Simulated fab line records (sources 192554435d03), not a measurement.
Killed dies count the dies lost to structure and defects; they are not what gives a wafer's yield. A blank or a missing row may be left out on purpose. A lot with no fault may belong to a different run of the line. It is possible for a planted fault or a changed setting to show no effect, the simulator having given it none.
Which tool was responsible? :: flow n5 finfet :: Sampling: 8 lots, 22 wafers, 8 of 1938 route steps

== WHAT THE GAUGES READ, wafer by wafer ==
N5_SD_EPI_N_INSPECT_26: inspects for defects (darkfield).
lot: L539
measured: day 3 04:29
on: defect inspect-01
raw defect count: 252 307 201

lot: L545
measured: day 4 17:52
on: defect inspect-02
raw defect count: 171 275

lot: L547
measured: day 5 08:26
on: defect inspect-02
raw defect count: 791 794 815

lot: L549
measured: day 5 16:29
on: defect inspect-01
raw defect count: 804 714 726

lot: L552
measured: day 6 12:15
on: defect inspect-02
raw defect count: 268 232

lot: L556
measured: day 7 10:32
on: defect inspect-01
raw defect count: 289 241 291

lot: L560
measured: day 8 09:47
on: defect inspect-02
raw defect count: 210 178 172

lot: L562
measured: day 9 03:24
on: defect inspect-02
raw defect count: 187 218 280

N5_SD_EPI_P_INSPECT_11: inspects for defects (macro).
lot: L539
measured: day 3 04:56
on: defect inspect-02
raw defect count: 4 2 0

lot: L545
measured: day 4 18:11
on: defect inspect-02
raw defect count: 3 3

lot: L547
measured: day 5 08:53
on: defect inspect-02
raw defect count: >300 >300 >300

lot: L549
measured: day 5 16:56
on: defect inspect-01
raw defect count: >300 >300 >300

lot: L552
measured: day 6 12:43
on: defect inspect-01
raw defect count: 3 0

lot: L556
measured: day 7 10:59
on: defect inspect-01
raw defect count: 5 2 1

lot: L560
measured: day 8 10:07
on: defect inspect-02
raw defect count: 2 2 6

lot: L562
measured: day 9 03:53
on: defect inspect-01
raw defect count: 1 4 2

N5_SD_EPI_P_INSPECT_26: inspects for defects (darkfield).
lot: L539
measured: day 3 08:52
on: defect inspect-02
raw defect count: 193 248 148

lot: L545
measured: day 4 22:18
on: defect inspect-02
raw defect count: 153 176

lot: L547
measured: day 5 13:29
on: defect inspect-02
raw defect count: 756 694 726

lot: L549
measured: day 5 20:42
on: defect inspect-02
raw defect count: 788 684 689

lot: L552
measured: day 6 17:18
on: defect inspect-02
raw defect count: 192 178

lot: L556
measured: day 7 14:56
on: defect inspect-01
raw defect count: 269 236 270

lot: L560
measured: day 8 13:53
on: defect inspect-02
raw defect count: 118 150 160

lot: L562
measured: day 9 07:40
on: defect inspect-02
raw defect count: 158 192 237

N5_BEOL_M4_RC_MEAS_101.
lot: L539
measured: day 9 08:02
on: prober-02
DIBL_N (mV/V): 36.5 36.4 35.1
DIBL_P (mV/V): 36.9 36.1 35.6
IOFF_N (nA/um): 0.170 0.159 0.143
IOFF_P (nA/um): 0.23 0.22 0.22
ION_N (uA/um): 681 664 675
ION_P (uA/um): 467 457 469
SS_N (mV/dec): 72.2 72.2 72.0
SS_P (mV/dec): 73.9 73.9 73.2
VT_N (mV): 246 251 252
VT_P (mV): -247 -246 -246

lot: L545
measured: day 10 23:28
on: prober-02
DIBL_N (mV/V): 36.8 34.7
DIBL_P (mV/V): 37.0 35.1
IOFF_N (nA/um): 0.170 0.134
IOFF_P (nA/um): 0.20 0.18
ION_N (uA/um): 665 667
ION_P (uA/um): 449 457
SS_N (mV/dec): 71.2 71.4
SS_P (mV/dec): 73.4 73.4
VT_N (mV): 247 253
VT_P (mV): -253 -252

lot: L547
measured: day 11 05:56
on: prober-01
DIBL_N (mV/V): 34.2 35.1 36.6
DIBL_P (mV/V): 33.1 34.1 36.1
IOFF_N (nA/um): 0.111 0.124 0.150
IOFF_P (nA/um): 0.15 0.15 0.18
ION_N (uA/um): 654 647 663
ION_P (uA/um): 447 441 451
SS_N (mV/dec): 71.0 71.6 72.1
SS_P (mV/dec): 71.8 72.7 73.1
VT_N (mV): 257 255 251
VT_P (mV): -257 -255 -256

lot: L549
measured: day 11 12:44
on: prober-02
DIBL_N (mV/V): 35.8 35.1 36.3
DIBL_P (mV/V): 35.9 35.9 36.2
IOFF_N (nA/um): 0.134 0.132 0.141
IOFF_P (nA/um): 0.17 0.18 0.17
ION_N (uA/um): 677 669 662
ION_P (uA/um): 452 467 451
SS_N (mV/dec): 71.8 71.2 71.6
SS_P (mV/dec): 72.7 72.4 73.2
VT_N (mV): 252 252 253
VT_P (mV): -258 -256 -258

lot: L552
measured: day 11 22:16
on: prober-02
DIBL_N (mV/V): 37.8 36.2
DIBL_P (mV/V): 39.2 37.3
IOFF_N (nA/um): 0.176 0.152
IOFF_P (nA/um): 0.22 0.19
ION_N (uA/um): 676 668
ION_P (uA/um): 456 456
SS_N (mV/dec): 71.8 71.5
SS_P (mV/dec): 73.7 73.2
VT_N (mV): 249 251
VT_P (mV): -252 -254

lot: L556
measured: day 13 03:50
on: prober-02
DIBL_N (mV/V): 36.2 37.3 34.6
DIBL_P (mV/V): 34.5 34.6 32.2
IOFF_N (nA/um): 0.148 0.146 0.120
IOFF_P (nA/um): 0.18 0.17 0.16
ION_N (uA/um): 684 674 660
ION_P (uA/um): 464 447 449
SS_N (mV/dec): 71.2 71.6 70.6
SS_P (mV/dec): 72.7 72.7 72.4
VT_N (mV): 248 254 253
VT_P (mV): -255 -255 -256

lot: L560
measured: day 14 03:56
on: prober-02
DIBL_N (mV/V): 35.4 35.7 38.8
DIBL_P (mV/V): 35.1 37.0 40.0
IOFF_N (nA/um): 0.126 0.139 0.190
IOFF_P (nA/um): 0.16 0.18 0.23
ION_N (uA/um): 651 671 671
ION_P (uA/um): 441 461 449
SS_N (mV/dec): 71.2 71.3 72.2
SS_P (mV/dec): 72.9 73.1 74.8
VT_N (mV): 253 253 247
VT_P (mV): -254 -252 -251

lot: L562
measured: day 15 11:20
on: prober-02
DIBL_N (mV/V): 34.3 31.8 33.2
DIBL_P (mV/V): 34.4 30.1 32.1
IOFF_N (nA/um): 0.129 0.087 0.113
IOFF_P (nA/um): 0.17 0.11 0.14
ION_N (uA/um): 655 632 658
ION_P (uA/um): 454 435 449
SS_N (mV/dec): 70.4 71.7 71.2
SS_P (mV/dec): 72.7 71.6 72.2
VT_N (mV): 250 259 255
VT_P (mV): -253 -261 -258

== EACH LOT AND THE TOOL THAT RAN IT (in order: tool; ch and the chambers of the sampled wafers; start) ==
lot: L539
N5_SD_EPI_N_ETCHBACK_44: rie diel-06 ch 2,3, day 3 00:49
N5_SD_EPI_N_ETCH_45: rie diel-06 ch 2,3, day 3 00:55
N5_SD_EPI_N_PRECLEAN_48: epi rpcvd-04 ch 0, day 3 01:41
N5_SD_EPI_P_DESCUM_14: rie diel-04 ch 1,2, day 3 05:07

lot: L545
N5_SD_EPI_N_ETCHBACK_44: rie diel-06 ch 0,3, day 4 13:30
N5_SD_EPI_N_ETCH_45: rie diel-06 ch 0,3, day 4 13:36
N5_SD_EPI_N_PRECLEAN_48: epi rpcvd-04 ch 0, day 4 14:29
N5_SD_EPI_P_DESCUM_14: rie diel-03 ch 0,3, day 4 18:14

lot: L547
N5_SD_EPI_N_ETCHBACK_44: rie diel-05 ch 2,3, day 5 04:54
N5_SD_EPI_N_ETCH_45: rie diel-05 ch 2,3, day 5 05:00
N5_SD_EPI_N_PRECLEAN_48: epi rpcvd-04 ch 0, day 5 05:37
N5_SD_EPI_P_DESCUM_14: rie diel-03 ch 1,2, day 5 08:55

lot: L549
N5_SD_EPI_N_ETCHBACK_44: rie diel-05 ch 2,3, day 5 12:54
N5_SD_EPI_N_ETCH_45: rie diel-05 ch 2,3, day 5 13:00
N5_SD_EPI_N_PRECLEAN_48: epi rpcvd-04 ch 0, day 5 13:37
N5_SD_EPI_P_DESCUM_14: rie diel-04 ch 1,2,3, day 5 16:59

lot: L552
N5_SD_EPI_N_ETCHBACK_44: rie diel-02 ch 1,2, day 6 08:41
N5_SD_EPI_N_ETCH_45: rie diel-02 ch 1,2, day 6 08:47
N5_SD_EPI_N_PRECLEAN_48: epi rpcvd-01 ch 0, day 6 09:30
N5_SD_EPI_P_DESCUM_14: rie diel-01 ch 2,3, day 6 12:44

lot: L556
N5_SD_EPI_N_ETCHBACK_44: rie diel-05 ch 0,1,3, day 7 06:44
N5_SD_EPI_N_ETCH_45: rie diel-05 ch 0,1,3, day 7 06:50
N5_SD_EPI_N_PRECLEAN_48: epi rpcvd-01 ch 0, day 7 07:27
N5_SD_EPI_P_DESCUM_14: rie diel-01 ch 0,1,2, day 7 11:11

lot: L560
N5_SD_EPI_N_ETCHBACK_44: rie diel-06 ch 0,3, day 8 06:01
N5_SD_EPI_N_ETCH_45: rie diel-06 ch 0,3, day 8 06:07
N5_SD_EPI_N_PRECLEAN_48: epi rpcvd-01 ch 0, day 8 06:58
N5_SD_EPI_P_DESCUM_14: rie diel-03 ch 1,2,3, day 8 10:09

lot: L562
N5_SD_EPI_N_ETCHBACK_44: rie diel-06 ch 1,2,3, day 8 23:52
N5_SD_EPI_N_ETCH_45: rie diel-06 ch 1,2,3, day 8 23:58
N5_SD_EPI_N_PRECLEAN_48: epi rpcvd-02 ch 0, day 9 00:35
N5_SD_EPI_P_DESCUM_14: rie diel-04 ch 1,3, day 9 03:55
- N5_SD_EPI_N_ETCHBACK_44: etches SiNx in CH3F/O2, stops on SiO2, target depth 14.5 nm.
- N5_SD_EPI_N_ETCH_45: etches SiOCN in CH3F/O2, target depth 6 nm.
- N5_SD_EPI_N_PRECLEAN_48: cleans in NF3:NH3, afs cycles 2, time 20 s, sublimation time 60 s.
- N5_SD_EPI_P_DESCUM_14: chemistry O2, time 7.9 s.

== WHAT THE TOOLS THEMSELVES READ (means of the sampled wafers that have a number; where no wafer has one, the mark that the record gives instead) ==
N5_SD_EPI_N_ETCHBACK_44.
lot: L539
tool: rie diel-06
O2_flow_sccm (sccm): 19.99
drypump motor current A (A): 6.0
oes product au (a.u.): 0.65
rf vpp V (V): 295
showerhead plenum p Torr (Torr): 2.00
throttle valve pct (%): 16.36

lot: L545
tool: rie diel-06
O2_flow_sccm (sccm): 19.98
drypump motor current A (A): 5.8
oes product au (a.u.): 0.73
rf vpp V (V): 294
showerhead plenum p Torr (Torr): 2.01
throttle valve pct (%): 16.24

lot: L547
tool: rie diel-05
O2_flow_sccm (sccm): 20.04
drypump motor current A (A): 5.4
oes product au (a.u.): 0.73
rf vpp V (V): 293
showerhead plenum p Torr (Torr): 2.02
throttle valve pct (%): 16.15

lot: L549
tool: rie diel-05
O2_flow_sccm (sccm): 19.92
drypump motor current A (A): 5.4
oes product au (a.u.): 0.67
rf vpp V (V): 296
showerhead plenum p Torr (Torr): 2.01
throttle valve pct (%): 16.26

lot: L552
tool: rie diel-02
O2_flow_sccm (sccm): 19.98
drypump motor current A (A): 5.4
oes product au (a.u.): 0.68
rf vpp V (V): 292
showerhead plenum p Torr (Torr): 2.01
throttle valve pct (%): 16.32

lot: L556
tool: rie diel-05
O2_flow_sccm (sccm): 20.01
drypump motor current A (A): 5.6
oes product au (a.u.): 0.67
rf vpp V (V): 295
showerhead plenum p Torr (Torr): 2.00
throttle valve pct (%): 16.37

lot: L560
tool: rie diel-06
O2_flow_sccm (sccm): 19.99
drypump motor current A (A): 5.8
oes product au (a.u.): 0.71
rf vpp V (V): 298
showerhead plenum p Torr (Torr): 2.01
throttle valve pct (%): 16.26

lot: L562
tool: rie diel-06
O2_flow_sccm (sccm): 20.00
drypump motor current A (A): 5.9
oes product au (a.u.): 0.65
rf vpp V (V): 296
showerhead plenum p Torr (Torr): 2.00
throttle valve pct (%): 16.33

N5_SD_EPI_N_ETCH_45.
lot: L539
tool: rie diel-06
O2_flow_sccm (sccm): 19.98
drypump motor current A (A): 6.0
oes product au (a.u.): 0.75
rf vpp V (V): 127.1
showerhead plenum p Torr (Torr): 1.99
throttle valve pct (%): 23.26

lot: L545
tool: rie diel-06
O2_flow_sccm (sccm): 19.95
drypump motor current A (A): 5.8
oes product au (a.u.): 0.86
rf vpp V (V): 127.8
showerhead plenum p Torr (Torr): 2.01
throttle valve pct (%): 23.27

lot: L547
tool: rie diel-05
O2_flow_sccm (sccm): 19.98
drypump motor current A (A): 5.4
oes product au (a.u.): 0.87
rf vpp V (V): 128.5
showerhead plenum p Torr (Torr): 2.02
throttle valve pct (%): 23.16

lot: L549
tool: rie diel-05
O2_flow_sccm (sccm): 20.01
drypump motor current A (A): 5.4
oes product au (a.u.): 0.78
rf vpp V (V): 127.5
showerhead plenum p Torr (Torr): 2.00
throttle valve pct (%): 23.22

lot: L552
tool: rie diel-02
O2_flow_sccm (sccm): 20.05
drypump motor current A (A): 5.4
oes product au (a.u.): 0.79
rf vpp V (V): 126.9
showerhead plenum p Torr (Torr): 2.00
throttle valve pct (%): 23.27

lot: L556
tool: rie diel-05
O2_flow_sccm (sccm): 19.98
drypump motor current A (A): 5.7
oes product au (a.u.): 0.79
rf vpp V (V): 126.8
showerhead plenum p Torr (Torr): 2.00
throttle valve pct (%): 23.36

lot: L560
tool: rie diel-06
O2_flow_sccm (sccm): 19.97
drypump motor current A (A): 5.8
oes product au (a.u.): 0.84
rf vpp V (V): 128.0
showerhead plenum p Torr (Torr): 2.01
throttle valve pct (%): 23.28

lot: L562
tool: rie diel-06
O2_flow_sccm (sccm): 19.94
drypump motor current A (A): 5.9
oes product au (a.u.): 0.76
rf vpp V (V): 128.2
showerhead plenum p Torr (Torr): 1.99
throttle valve pct (%): 23.25

N5_SD_EPI_N_PRECLEAN_48.
lot: L539
tool: epi rpcvd-04
chamber pressure Torr (Torr): 3.002

lot: L545
tool: epi rpcvd-04
chamber pressure Torr (Torr): 3.005

lot: L547
tool: epi rpcvd-04
chamber pressure Torr (Torr): 2.996

lot: L549
tool: epi rpcvd-04
chamber pressure Torr (Torr): 3.000

lot: L552
tool: epi rpcvd-01
chamber pressure Torr (Torr): 2.997

lot: L556
tool: epi rpcvd-01
chamber pressure Torr (Torr): 2.997

lot: L560
tool: epi rpcvd-01
chamber pressure Torr (Torr): 2.995

lot: L562
tool: epi rpcvd-02
chamber pressure Torr (Torr): 3.000

N5_SD_EPI_P_DESCUM_14.
lot: L539
tool: rie diel-04
drypump motor current A (A): 5.5
oes product au (a.u.): 0.75
rf vpp V (V): 242.6
showerhead plenum p Torr (Torr): 2.05
throttle valve pct (%): 20.60

lot: L545
tool: rie diel-03
drypump motor current A (A): 5.7
oes product au (a.u.): 0.82
rf vpp V (V): 242.6
showerhead plenum p Torr (Torr): 2.08
throttle valve pct (%): 20.59

lot: L547
tool: rie diel-03
drypump motor current A (A): 5.2
oes product au (a.u.): 0.78
rf vpp V (V): 244.9
showerhead plenum p Torr (Torr): 2.20
throttle valve pct (%): 20.78

lot: L549
tool: rie diel-04
drypump motor current A (A): 5.8
oes product au (a.u.): 0.76
rf vpp V (V): 242.6
showerhead plenum p Torr (Torr): 2.05
throttle valve pct (%): 20.57

lot: L552
tool: rie diel-01
drypump motor current A (A): 6.0
oes product au (a.u.): 0.77
rf vpp V (V): 244.1
showerhead plenum p Torr (Torr): 2.17
throttle valve pct (%): 20.35

lot: L556
tool: rie diel-01
drypump motor current A (A): 6.0
oes product au (a.u.): 0.72
rf vpp V (V): 242.2
showerhead plenum p Torr (Torr): 2.07
throttle valve pct (%): 20.44

lot: L560
tool: rie diel-03
drypump motor current A (A): 5.7
oes product au (a.u.): 0.79
rf vpp V (V): 242.6
showerhead plenum p Torr (Torr): 2.14
throttle valve pct (%): 20.66

lot: L562
tool: rie diel-04
drypump motor current A (A): 6.0
oes product au (a.u.): 0.76
rf vpp V (V): 242.6
showerhead plenum p Torr (Torr): 2.05
throttle valve pct (%): 20.57

== THE ANSWER, worked out from the rows above alone ==
Rule: the lots themselves supply what counts as usual. Put in order of their means at a reading, lots are off if they are a third of the lots or fewer, leave a main group of 4 or more, and stand apart from it by a gap of 3 or more times the standard deviation of the main group's means; of several such gaps the widest counts. A main group is skipped when, at the precision printed for the reading in the tables above, its means are all equal. Also off: a lot with no number at a reading for which 4 or more lots have one. Where the step has rows for the other lots, those lots are counted as sound. After the gauges, taken in route order, come the tools' own readings; for these a lot's mean is taken, as printed above. The first step at which some lot is off is used, and at that step the reading that is off furthest; a lot without a number counts as furthest.
Off, at N5_SD_EPI_N_INSPECT_26 on raw defect count: L547, L549. Main group: mean 236, sd 28.
If a tool, at a process step before that reading, ran all the lots that are off and no sound lot after the first of them, it fits. Gauges at N5_SD_EPI_N_INSPECT_26: tried the same way as those tools. One candidate fits, namely epi rpcvd-04 at N5_SD_EPI_N_PRECLEAN_48. A fault onset in the window from L545 (day 4 14:29, its last sound lot) to L547 (day 5 05:37, its first lot off) fits.

== WHAT WAS PUT IN BY THE SIMULATOR ==
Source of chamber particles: epi rpcvd-04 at N5_SD_EPI_N_PRECLEAN_48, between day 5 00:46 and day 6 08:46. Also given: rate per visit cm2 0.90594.
Shown lots that were struck: L547, L549. The same result came from the rule above.
